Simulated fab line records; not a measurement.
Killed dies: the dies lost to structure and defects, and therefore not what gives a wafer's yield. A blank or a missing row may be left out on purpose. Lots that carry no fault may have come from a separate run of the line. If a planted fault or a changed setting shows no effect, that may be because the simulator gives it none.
fab line records + flow n5Finfet
record
- lots=7
- wafers=39
route steps=1938 shown DUMMY_GATE@237 HKMG_FIN@406 MOL_CONTACT_COAG@629
startH: hours from the record's opening day to when the first of the lot's shown wafers began + waitH: hours elapsed since this lot's preceding step + " unchanged from the row above + L1.1+2: a single row standing in for several wafers + - value missing, or start not given + * or withheld: withheld + < > ~ a bound
route shown NAME@n: names a module that has steps shown in the file, with the first one's number in the route + usual: mean and standard deviation over wafers with no fault + same: alike in all rows + chamber/n: place in a boat + sites: per-site readings + _std_site: standard deviation across them + _edge_site: inner sites' mean taken away from outer sites' mean + radiusMm: how far each site lies from the wafer's centre + mask NAME#n: copy n + behind: tool/chamber where the wafer was last shaped + hold: cause of the lot's hold/its duration in hours/its outcome + device: the n, p or np transistor that did not switch + end of line: the tests these same wafers got at the end of their route + where a step has no rows: the recipe by itself + killed: not the wafer's yield, but the dies lost to structure and defects at the first sort + map: per-die view of a wafer (x killed, . not killed, _ where there is no die)
set.NAME: setting as actually run; set.NAME@STEP: the setting as run at that earlier step + model.NAME: the simulator's own value behind a step, which no gauge read
lots run with intentionally changed settings; tables by step, rows by wafer
## steps
# step N5_DUMMY_GATE_ETCH_37
# recipe
- chemistry=N2/H2
- target=SOC
- targetDepthA=600
- overetchA=300
- tempC=40
- ionEnergyEv=200
- pressureMtorr=30
- sourceW=840
- biasW=150
- n2FlowSccm=200
- h2FlowSccm=200
# usual
- rfVppV=525/3.2
| lot.wafer | tool       | chamber | startH | waitH | set.sourceW | rfVppV | model.SiARC_of_DUMMY_GATE_COAT_35.thkNm |
|-----------|------------|---------|--------|-------|-------------|--------|-----------------------------------------|
| L077.1    | rieDiel-02 | 3       | 64.52  | 0.0   | 840         | 528    | 5                                       |
| L077.2    | "          | 0       | "      | "     | 840         | 526    | 5.2                                     |
| L077.3    | "          | 2       | "      | "     | 840         | 519    | 5                                       |
| L077.4    | "          | 1       | "      | "     | 840         | 522    | 5                                       |
| L077.5    | "          | 3       | "      | "     | 840         | 527    | 5                                       |
| L077.6    | "          | 0       | "      | "     | 840         | 528    | 5.2                                     |
| L079.1    | rieDiel-02 | 0       | 76.34  | 0.0   | 840         | 529    | 5.2                                     |
| L079.2    | "          | 2       | "      | "     | 916.3       | 504    | 4.8                                     |
| L079.3    | "          | 1       | "      | "     | 916.3       | 506    | 4.8                                     |
| L079.4    | "          | 3       | "      | "     | 840         | 527    | 5                                       |
| L079.5    | "          | 2       | "      | "     | 840         | 520    | 5                                       |
| L079.6    | "          | 3       | "      | "     | 916.3       | 513    | 4.8                                     |
| L080.1    | rieDiel-02 | 3       | 82.28  | 0.0   | 840         | 528    | 5                                       |
| L080.2    | "          | 1       | "      | "     | 732.1       | 545    | 5.4                                     |
| L080.3    | "          | 0       | "      | "     | 732.1       | 552    | 5.6                                     |
| L080.4    | "          | 2       | "      | "     | 840         | 520    | 5                                       |
| L080.5    | "          | 2       | "      | "     | 840         | 520    | 5                                       |
| L080.6    | "          | 3       | "      | "     | 732.1       | 553    | 5.4                                     |
| L083.1    | rieDiel-06 | 1       | 104.63 | 0.0   | 745.7       | 550    | 5.4                                     |
| L083.2    | "          | 3       | "      | "     | 840         | 527    | 5                                       |
| L083.3    | "          | 0       | "      | "     | 840         | 522    | 4.8                                     |
| L083.4    | "          | 2       | "      | "     | 840         | 522    | 5                                       |
| L083.5    | "          | 2       | "      | "     | 745.7       | 544    | 5.4                                     |
| L083.6    | "          | 1       | "      | "     | 745.7       | 550    | 5.4                                     |
| L088.1    | rieDiel-02 | 3       | 129.60 | 0.0   | 840         | 527    | 5                                       |
| L088.2    | "          | 2       | "      | "     | 840         | 520    | 5                                       |
| L088.3    | "          | 0       | "      | "     | 840         | 526    | 5.2                                     |
| L088.4    | "          | 0       | "      | "     | 739.8       | 549    | 5.6                                     |
| L088.5    | "          | 2       | "      | "     | 739.8       | 541    | 5.4                                     |
| L088.6    | "          | 3       | "      | "     | 739.8       | 550    | 5.4                                     |
| L089.1    | rieDiel-06 | 3       | 135.41 | 0.0   | 840         | 528    | 5                                       |
| L089.2    | "          | 2       | "      | "     | 979.9       | 496    | 4.6                                     |
| L089.3    | "          | 1       | "      | "     | 840         | 527    | 5.2                                     |
| L089.4    | "          | 0       | "      | "     | 979.9       | 496    | 4.6                                     |
| L089.5    | "          | 2       | "      | "     | 979.9       | 498    | 4.6                                     |
| L089.6    | "          | 3       | "      | "     | 840         | 527    | 5.2                                     |
| L090.1    | rieDiel-02 | 3       | 142.10 | 0.0   | 840         | 527    | 5.2                                     |
| L090.2    | "          | 0       | "      | "     | 840         | 528    | 5.2                                     |
| L090.3    | "          | 1       | "      | "     | 840         | 519    | 5                                       |
# step N5_DUMMY_GATE_ETCH_31
# recipe
- chemistry=C4F6/O2
- target=SiO2
- maskMaterial=SOC
- targetDepthA=825
- timeS=27.5
- ionEnergyEv=250
- pressureMtorr=30
- sourceW=345
- biasW=185
- Ar_flow_sccm=300
- C4F6_flow_sccm=10
- O2_flow_sccm=10
| lot.wafer | tool       | chamber | startH | waitH | set.targetDepthA | model.etch.depthNm | model.SOC_of_DUMMY_GATE_COAT_34.thkNm |
|-----------|------------|---------|--------|-------|------------------|--------------------|---------------------------------------|
| L077.1    | rieDiel-06 | 2       | 64.80  | 0.0   | 749.3            | 74.84              | 52.6                                  |
| L077.2    | "          | 0       | "      | "     | 825              | 82.78              | 51.6                                  |
| L077.3    | "          | 1       | "      | "     | 749.3            | 75.02              | 52.6                                  |
| L077.4    | "          | 3       | "      | "     | 749.3            | 73.95              | 52.6                                  |
| L077.5    | "          | 3       | "      | "     | 825              | 81.8               | 52                                    |
| L077.6    | "          | 0       | "      | "     | 825              | 82.6               | 51.6                                  |
| L079.1    | rieDiel-06 | 3       | 76.61  | 0.0   | 766.3            | 75.25              | 53                                    |
| L079.2    | "          | 2       | "      | "     | 766.3            | 75.77              | 52.8                                  |
| L079.3    | "          | 1       | "      | "     | 766.3            | 75.69              | 53.2                                  |
| L079.4    | "          | 0       | "      | "     | 825              | 82.6               | 52.4                                  |
| L079.5    | "          | 0       | "      | "     | 825              | 82.93              | 52.2                                  |
| L079.6    | "          | 3       | "      | "     | 825              | 80.62              | 52.4                                  |
| L080.1    | rieDiel-05 | 0       | 82.63  | 0.1   | 825              | 83.31              | 51.8                                  |
| L080.2    | "          | 2       | "      | "     | 825              | 82.46              | 51.8                                  |
| L080.3    | "          | 1       | "      | "     | 825              | 82.1               | 52                                    |
| L080.4    | "          | 3       | "      | "     | 862.9            | 85.63              | 51.4                                  |
| L080.5    | "          | 3       | "      | "     | 862.9            | 85.14              | 51.6                                  |
| L080.6    | "          | 2       | "      | "     | 862.9            | 85.73              | 51.4                                  |
| L083.1    | rieDiel-05 | 3       | 105.07 | 0.1   | 888.2            | 88.7               | 51.2                                  |
| L083.2    | "          | 2       | "      | "     | 825              | 82.96              | 51.8                                  |
| L083.3    | "          | 0       | "      | "     | 825              | 85                 | 51.6                                  |
| L083.4    | "          | 1       | "      | "     | 888.2            | 90.24              | 51                                    |
| L083.5    | "          | 3       | "      | "     | 888.2            | 88.48              | 51                                    |
| L083.6    | "          | 2       | "      | "     | 825              | 83.04              | 51.6                                  |
| L088.1    | rieDiel-02 | 0       | 129.87 | 0.0   | 825              | 80.89              | 52                                    |
| L088.2    | "          | 2       | "      | "     | 825              | 80.53              | 52                                    |
| L088.3    | "          | 3       | "      | "     | 825              | 81.55              | 51.8                                  |
| L088.4    | "          | 0       | "      | "     | 825              | 80.44              | 52                                    |
| L088.5    | "          | 2       | "      | "     | 825              | 80.9               | 52.4                                  |
| L088.6    | "          | 3       | "      | "     | 825              | 81.67              | 52                                    |
| L089.1    | rieDiel-05 | 2       | 135.69 | 0.0   | 732.9            | 72.09              | 52.8                                  |
| L089.2    | "          | 3       | "      | "     | 825              | 81.89              | 52.2                                  |
| L089.3    | "          | 0       | "      | "     | 732.9            | 74.73              | 52.8                                  |
| L089.4    | "          | 1       | "      | "     | 825              | 81.91              | 52.2                                  |
| L089.5    | "          | 3       | "      | "     | 732.9            | 71.86              | 53.2                                  |
| L089.6    | "          | 2       | "      | "     | 825              | 81.38              | 52.2                                  |
| L090.1    | rieDiel-06 | 2       | 142.45 | 0.0   | 825              | 81.8               | 51.8                                  |
| L090.2    | "          | 0       | "      | "     | 825              | 82.35              | 52                                    |
| L090.3    | "          | 1       | "      | "     | 825              | 82.8               | 52                                    |
# step N5_DUMMY_GATE_ETCH_32
# recipe
- chemistry=CF4
- target=SiO2
- targetDepthA=35
- timeS=3.9
- ionEnergyEv=350
- pressureMtorr=10
- icpW=800
- biasW=400
- cf4FlowSccm=80
| lot.wafer | tool     | chamber | startH | waitH | set.timeS | model.etch.depthNm |
|-----------|----------|---------|--------|-------|-----------|--------------------|
| L077.1    | rieSi-06 | 1       | 65.04  | 0.1   | 4.71      | 4.092              |
| L077.2    | "        | 2       | "      | "     | 4.71      | 4.146              |
| L077.3    | "        | 0       | "      | "     | 4.71      | 4.312              |
| L077.4    | "        | 3       | "      | "     | 3.9       | 3.457              |
| L077.5    | "        | 0       | "      | "     | 3.9       | 3.562              |
| L077.6    | "        | 1       | "      | "     | 3.9       | 3.379              |
| L079.1    | rieSi-05 | 1       | 76.86  | 0.1   | 4.396     | 3.858              |
| L079.2    | "        | 3       | "      | "     | 4.396     | 3.87               |
| L079.3    | "        | 2       | "      | "     | 3.9       | 3.434              |
| L079.4    | "        | 0       | "      | "     | 3.9       | 3.53               |
| L079.5    | "        | 1       | "      | "     | 3.9       | 3.443              |
| L079.6    | "        | 0       | "      | "     | 4.396     | 3.996              |
| L080.1    | rieSi-06 | 1       | 82.87  | 0.1   | 3.9       | 3.374              |
| L080.2    | "        | 2       | "      | "     | 3.9       | 3.407              |
| L080.3    | "        | 0       | "      | "     | 4.246     | 3.89               |
| L080.4    | "        | 3       | "      | "     | 4.246     | 3.756              |
| L080.5    | "        | 2       | "      | "     | 3.9       | 3.43               |
| L080.6    | "        | 3       | "      | "     | 4.246     | 3.78               |
| L083.1    | rieSi-06 | 1       | 105.32 | 0.1   | 3.9       | 3.38               |
| L083.2    | "        | 0       | "      | "     | 4.771     | 4.303              |
| L083.3    | "        | 2       | "      | "     | 3.9       | 3.42               |
| L083.4    | "        | 3       | "      | "     | 3.9       | 3.427              |
| L083.5    | "        | 3       | "      | "     | 4.771     | 4.161              |
| L083.6    | "        | 0       | "      | "     | 4.771     | 4.334              |
| L088.1+2  | rieSi-04 | 1,3     | 130.12 | 0.1   | 3.9       | 3.541              |
| L088.3    | "        | 0       | "      | "     | 3.493     | 3.109              |
| L088.4    | "        | 2       | "      | "     | 3.493     | 3.184              |
| L088.5    | "        | 3       | "      | "     | 3.9       | 3.525              |
| L088.6    | "        | 0       | "      | "     | 3.493     | 3.149              |
| L089.1    | rieSi-04 | 0       | 135.94 | 0.1   | 3.019     | 2.72               |
| L089.2    | "        | 1       | "      | "     | 3.9       | 3.53               |
| L089.3    | "        | 3       | "      | "     | 3.9       | 3.514              |
| L089.4    | "        | 3       | "      | "     | 3.019     | 2.712              |
| L089.5    | "        | 0       | "      | "     | 3.9       | 3.486              |
| L089.6    | "        | 1       | "      | "     | 3.019     | 2.736              |
| L090.1    | rieSi-06 | 3       | 142.70 | 0.1   | 3.9       | 3.475              |
| L090.2    | "        | 1       | "      | "     | 3.9       | 3.381              |
| L090.3    | "        | 2       | "      | "     | 3.9       | 3.433              |
# step N5_HKMG_FIN_ETCH_58
# recipe
- chemistry=N2/H2
- target=SOC
- targetDepthA=2158
- ionEnergyEv=50
- biasW=13
- timeS=741
- pressureMtorr=30
- sourceW=875
- n2FlowSccm=200
- h2FlowSccm=200
| lot.wafer | tool       | chamber | startH | waitH | set.sourceW | model.HKMG_FIN.featureDepthNm | model.etch.depthNm | model.SOC_of_HKMG_FIN_COAT_41.thkNm |
|-----------|------------|---------|--------|-------|-------------|-------------------------------|--------------------|-------------------------------------|
| L077.1    | rieDiel-01 | 2       | 90.84  | 0.0   | 875         | 212                           | 212                | 89.4                                |
| L077.2    | "          | 3       | "      | "     | 945.6       | 235.4                         | 235.4              | 65                                  |
| L077.3    | "          | 1       | "      | "     | 875         | 220.2                         | 220.1              | 79.8                                |
| L077.4    | "          | 0       | "      | "     | 945.6       | 225.2                         | 225.2              | 74.8                                |
| L077.5    | "          | 3       | "      | "     | 875         | 219.4                         | 219.4              | 81.4                                |
| L077.6    | "          | 0       | "      | "     | 945.6       | 226                           | 226.1              | 75                                  |
| L079.1    | rieDiel-01 | 1       | 103.99 | 0.0   | 875         | 223                           | 223                | 77.2                                |
| L079.2    | "          | 2       | "      | "     | 875         | 217.4                         | 217.3              | 83                                  |
| L079.3    | "          | 0       | "      | "     | 875         | 213.2                         | 213.2              | 87.2                                |
| L079.4    | "          | 3       | "      | "     | 875         | 223.4                         | 223.4              | 77.6                                |
| L079.5    | "          | 1       | "      | "     | 875         | 223                           | 223                | 78.4                                |
| L079.6    | "          | 2       | "      | "     | 875         | 216.8                         | 216.7              | 84.4                                |
| L080.1    | rieDiel-04 | 3       | 107.91 | 0.0   | 875         | 216.4                         | 216.4              | 84.6                                |
| L080.2    | "          | 1       | "      | "     | 875         | 217.4                         | 217.4              | 83.6                                |
| L080.3    | "          | 2       | "      | "     | 1002        | 244.6                         | 244.7              | 55.2                                |
| L080.4    | "          | 0       | "      | "     | 875         | 211.2                         | 211.1              | 89                                  |
| L080.5    | "          | 3       | "      | "     | 1002        | 240                           | 240                | 61.2                                |
| L080.6    | "          | 2       | "      | "     | 1002        | 243.6                         | 243.6              | 57.4                                |
| L083.1    | rieDiel-01 | 1       | 131.31 | 0.0   | 829         | 213.8                         | 213.8              | 85.2                                |
| L083.2    | "          | 3       | "      | "     | 875         | 222.4                         | 222.4              | 76.4                                |
| L083.3    | "          | 2       | "      | "     | 875         | 215.2                         | 215.2              | 84.4                                |
| L083.4    | "          | 0       | "      | "     | 829         | 204.8                         | 204.8              | 94.8                                |
| L083.5    | "          | 1       | "      | "     | 875         | 221.2                         | 221.3              | 78                                  |
| L083.6    | "          | 0       | "      | "     | 829         | 205.6                         | 205.5              | 93                                  |
| L088.1    | rieDiel-03 | 3       | 156.73 | 0.0   | 875         | 213.2                         | 213.2              | 87                                  |
| L088.2    | "          | 1       | "      | "     | 875         | 209                           | 209                | 90.8                                |
| L088.3    | "          | 2       | "      | "     | 875         | 220.2                         | 220.3              | 80                                  |
| L088.4    | "          | 0       | "      | "     | 875         | 214.8                         | 214.7              | 85.4                                |
| L088.5    | "          | 2       | "      | "     | 875         | 218.8                         | 218.9              | 81                                  |
| L088.6    | "          | 3       | "      | "     | 875         | 213                           | 213                | 87                                  |
| L089.1    | rieDiel-03 | 3       | 163.51 | 0.0   | 940.7       | 228.6                         | 228.6              | 71.4                                |
| L089.2    | "          | 0       | "      | "     | 940.7       | 232                           | 231.9              | 69.2                                |
| L089.3    | "          | 1       | "      | "     | 875         | 211.4                         | 211.3              | 89.6                                |
| L089.4    | "          | 2       | "      | "     | 875         | 220.4                         | 220.5              | 80.2                                |
| L089.5    | "          | 2       | "      | "     | 940.7       | 234.6                         | 234.5              | 65.8                                |
| L089.6    | "          | 3       | "      | "     | 875         | 214.6                         | 214.6              | 85.8                                |
| L090.1    | rieDiel-03 | 0       | 167.22 | 0.0   | 875         | 217.2                         | 217.3              | 83.8                                |
| L090.2    | "          | 2       | "      | "     | 875         | 220.4                         | 220.3              | 80.2                                |
| L090.3    | "          | 3       | "      | "     | 875         | 215.8                         | 215.9              | 84                                  |
# step N5_MOL_CONTACT_COAG_ANNEAL_112
# recipe
- tempC=400
- timeS=1800
- ambient=HPD2
- pressureAtm=10
# usual
- wafer_temp_C_max=402.2/0.39
| lot.wafer | tool        | chamber | startH | waitH | set.tempC | wafer_temp_C_max |
|-----------|-------------|---------|--------|-------|-----------|------------------|
| L077.1    | hpAnneal-01 | 0       | 120.68 | 0.5   | 403.6     | 405.9            |
| L077.2    | "           | 0       | "      | "     | 403.6     | 406.3            |
| L077.3    | "           | 0       | "      | "     | 403.6     | 405.9            |
| L077.4    | "           | 0       | "      | "     | 403.6     | 405.3            |
| L077.5    | "           | 0       | "      | "     | 403.6     | 405.8            |
| L077.6    | "           | 0       | "      | "     | 403.6     | 405.8            |
| L079.1    | hpAnneal-01 | 0       | 132.97 | 0.0   | 389.4     | 391.4            |
| L079.2    | "           | 0       | "      | "     | 389.4     | 391.4            |
| L079.3    | "           | 0       | "      | "     | 389.4     | 391.0            |
| L079.4    | "           | 0       | "      | "     | 389.4     | 391.1            |
| L079.5    | "           | 0       | "      | "     | 389.4     | 391.4            |
| L079.6    | "           | 0       | "      | "     | 389.4     | 390.2            |
| L080.1    | hpAnneal-01 | 0       | 136.84 | 0.0   | 389.8     | 392.0            |
| L080.2    | "           | 0       | "      | "     | 389.8     | 392.8            |
| L080.3    | "           | 0       | "      | "     | 389.8     | 392.7            |
| L080.4    | "           | 0       | "      | "     | 389.8     | 391.5            |
| L080.5    | "           | 0       | "      | "     | 389.8     | 392.2            |
| L080.6    | "           | 0       | "      | "     | 389.8     | 391.6            |
| L083.1    | hpAnneal-01 | 0       | 161.94 | 0.0   | 407.6     | 409.4            |
| L083.2    | "           | 0       | "      | "     | 407.6     | 410.5            |
| L083.3    | "           | 0       | "      | "     | 407.6     | 409.6            |
| L083.4    | "           | 0       | "      | "     | 407.6     | 409.7            |
| L083.5    | "           | 0       | "      | "     | 407.6     | 410.0            |
| L083.6    | "           | 0       | "      | "     | 407.6     | 410.0            |
| L088.1    | hpAnneal-01 | 0       | 184.88 | 0.0   | 388.3     | 390.4            |
| L088.2    | "           | 0       | "      | "     | 388.3     | 390.1            |
| L088.3    | "           | 0       | "      | "     | 388.3     | 390.9            |
| L088.4    | "           | 0       | "      | "     | 388.3     | 390.4            |
| L088.5    | "           | 0       | "      | "     | 388.3     | 390.5            |
| L088.6    | "           | 0       | "      | "     | 388.3     | 390.3            |
| L089.1    | hpAnneal-01 | 0       | 197.92 | 0.0   | 400       | 402.7            |
| L089.2    | "           | 0       | "      | "     | 400       | 402.3            |
| L089.3    | "           | 0       | "      | "     | 400       | 402.1            |
| L089.4    | "           | 0       | "      | "     | 400       | 402.3            |
| L089.5    | "           | 0       | "      | "     | 400       | 402.7            |
| L089.6    | "           | 0       | "      | "     | 400       | 402.4            |
| L090.1    | hpAnneal-01 | 0       | 200.92 | 2.2   | 400       | 402.0            |
| L090.2    | "           | 0       | "      | "     | 400       | 402.1            |
| L090.3    | "           | 0       | "      | "     | 400       | 402.2            |
## key
split
- step=N5_DUMMY_GATE_ETCH_37
- setting=sourceW
- stated=840
- by=wafer
response
- step=N5_DUMMY_GATE_ETCH_37
- reading=rfVppV
- change=-1.97
- per=1%
- r=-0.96
response
- step=N5_DUMMY_GATE_ETCH_37
- reading=model.SiARC_of_DUMMY_GATE_COAT_35.thkNm
- change=-0.0344
- per=1%
- r=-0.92
split
- step=N5_DUMMY_GATE_ETCH_31
- setting=targetDepthA
- stated=825
- by=wafer
response
- step=N5_DUMMY_GATE_ETCH_31
- reading=model.etch.depthNm
- change=+0.8
- per=1%
- r=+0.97
response
- step=N5_DUMMY_GATE_ETCH_31
- reading=model.SOC_of_DUMMY_GATE_COAT_34.thkNm
- change=-0.0805
- per=1%
- r=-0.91
split
- step=N5_DUMMY_GATE_ETCH_32
- setting=timeS
- stated=3.9
- by=wafer
response
- step=N5_DUMMY_GATE_ETCH_32
- reading=model.etch.depthNm
- change=+0.0363
- per=1%
- r=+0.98
split
- step=N5_HKMG_FIN_ETCH_58
- setting=sourceW
- stated=875
- by=wafer
response
- step=N5_HKMG_FIN_ETCH_58
- reading=model.HKMG_FIN.featureDepthNm
- change=+1.89
- per=1%
- r=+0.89
response
- step=N5_HKMG_FIN_ETCH_58
- reading=model.etch.depthNm
- change=+1.89
- per=1%
- r=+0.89
response
- step=N5_HKMG_FIN_ETCH_58
- reading=model.SOC_of_HKMG_FIN_COAT_41.thkNm
- change=-1.9
- per=1%
- r=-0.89
split
- step=N5_MOL_CONTACT_COAG_ANNEAL_112
- setting=tempC
- stated=400
- by=lot
response
- step=N5_MOL_CONTACT_COAG_ANNEAL_112
- reading=wafer_temp_C_max
- change=*
- per=1%
- r=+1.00
